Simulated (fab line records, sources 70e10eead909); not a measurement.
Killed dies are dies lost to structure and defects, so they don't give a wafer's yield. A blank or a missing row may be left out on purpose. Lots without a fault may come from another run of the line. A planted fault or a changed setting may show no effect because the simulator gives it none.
A struck lot beside a sound one | flow nand_harc | 14 steps out of a route of 1302
Sound: wafers L978.1, L978.2, L978.5. Struck: wafer L988.1. (L988.3, L988.6 of the same lot were not struck and are left out.) The cause comes at the end.
At each step with rows: each side's tool, then ch and its chambers, then its first start. Under that, the readings that differ: sound wafers | struck wafers | difference of the means | sigmas: that difference in standard deviations of wafers without a fault.
alike: readings whose means differ by less than 2 such deviations, and words and numbers that are the same on both sides. not compared: withheld readings, readings that some wafer has no value for, bounds like >300 that may hide the same value, and numbers for which the record gives no deviation and whose values overlap.
The two part at a step that has a row with sigmas, a row that says differs or no value, or rows on one side only. Numbers that don't overlap but have no deviation are shown without sigmas and don't part them. A reading that every wafer of one side lacks parts them only if that side has two wafers or more.

first, 10 steps without rows for these wafers: NHARC_A_STAIRCASE_SRD_174; NHARC_A_STAIRCASE_DEHYDRATE_01 (time 120 s); NHARC_A_STAIRCASE_HMDS_02 (time 30 s); NHARC_A_STAIRCASE_COAT_03; NHARC_A_STAIRCASE_SOFTBAKE_04 (time 170 s); NHARC_A_STAIRCASE_EBR_05; NHARC_A_STAIRCASE_EXPOSE_06 (exposes mask STAIR); NHARC_A_STAIRCASE_PEB_07 (peb time 130 s); NHARC_A_STAIRCASE_DEVELOP_08 (time 140 s); NHARC_A_STAIRCASE_HARDBAKE_10 (time 140 s).
NHARC_A_STAIRCASE_DESCUM_11: chemistry O2, time 3 s.
  sound on rie_diel-08 ch 1,2,3, day 17 03:34; struck on rie_diel-08 ch 3, day 21 14:44
  alike: drypump_motor_current_A, oes_product_au, rf_vpp_V, showerhead_plenum_p_Torr, throttle_valve_pct
  not compared: rf_hours_counter_h
NHARC_A_STAIRCASE_TRIM_12: chemistry O2, time 211.2 s.
  sound on rie_diel-08 ch 0,1,2, day 17 03:48; struck on rie_diel-08 ch 0, day 21 14:53
  reading               | sound             | struck | difference | sigmas
  oes_product_au (a.u.) | 0.998 0.996 0.996 | 0.851  | -0.146     | -15
  alike: drypump_motor_current_A, rf_vpp_V, showerhead_plenum_p_Torr, throttle_valve_pct
  not compared: rf_hours_counter_h
NHARC_A_STAIRCASE_ETCH_13: etches the open film in C4F8/O2, target depth 100 nm, time 40.5 s.
  sound on rie_diel-08 ch 1,2,3; struck on rie_diel-08 ch 2
  alike: oes_product_au, rf_vpp_V
  not compared: rf_hours_counter_h
-- the record jumps here: 8 days lie between the struck wafers' starts before and after (it left off in module A_STAIRCASE and takes up again in module END, whose first step shown is number 1302 of the route) --
NHARC_END_SORT_01:
  sound on prober-02 ch 0, day 25 17:13; struck on prober-02 ch 0, day 30 02:37
  reading             | sound    | struck | difference | sigmas
  killed_at_periphery | 1 2 2    | 13     | +11        | +4
  killed_dies         | 18 23 31 | 72     | +48        | +2
  alike: killed_at_array, killed_at_other, killed_open, killed_short

WHERE THEY PART
First at NHARC_A_STAIRCASE_TRIM_12; last, within this record, at NHARC_END_SORT_01.

WHY: what the simulator had put in
Process parameter drift: rie_diel-08, from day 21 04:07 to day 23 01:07, at NHARC_A_STAIRCASE_TRIM_12. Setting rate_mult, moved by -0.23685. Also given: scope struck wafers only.
